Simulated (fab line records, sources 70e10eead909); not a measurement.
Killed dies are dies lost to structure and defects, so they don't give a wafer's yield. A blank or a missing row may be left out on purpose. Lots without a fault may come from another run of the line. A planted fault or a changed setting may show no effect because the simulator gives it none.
Chamber matching | flow nand_harc | NHARC_A_SGD_CUT_DESCUM_14 on rie_diel-05: 4 sister chambers
The step chemistry O2, time 3 s. 4 wafers are shown with their chamber, then 8 later ones without.

WAFERS WITH THEIR CHAMBER
wafer  | chamber | drypump_motor_current_A (A)
L503.2 | 1       | 5.9
L507.5 | 3       | 6.3
L507.6 | 0       | 5.2
L510.1 | 2       | 6.3

WAFERS WITHOUT THEIR CHAMBER
wafer  | drypump_motor_current_A (A)
L510.2 | 6.4
L510.5 | 6.4
L513.2 | 6.3
L513.3 | 5.2
L513.6 | 5.8
L514.2 | 5.8
L514.4 | 6.4
L514.6 | 6.4

WHICH CHAMBER EACH WENT THROUGH
wafer  | from the rows above     | in truth
L510.2 | can't be placed: 2 or 3 | 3
L510.5 | can't be placed: 2 or 3 | 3
L513.2 | can't be placed: 2 or 3 | 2
L513.3 | 0                       | 0
L513.6 | 1                       | 1
L514.2 | 1                       | 1
L514.4 | can't be placed: 2 or 3 | 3
L514.6 | can't be placed: 2 or 3 | 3
Placed correctly: 3 of 8. Can't be placed from these rows: 5 (the true chamber is among the candidates in 5). Placed wrongly: 0.
How it was worked out, from the rows above alone: a wafer's distance from a chamber is the root of the sum, over the readings, of the square of ((its reading less the chamber's mean) divided by the reading's scatter). The wafer belongs to the nearest chamber; if the next one is less than 2 further off, it can't be placed. A chamber's mean is the mean of its shown wafers. The scatter: with one shown wafer a chamber, the root of the mean of the squares of how far each hidden wafer lies from its nearest shown one.
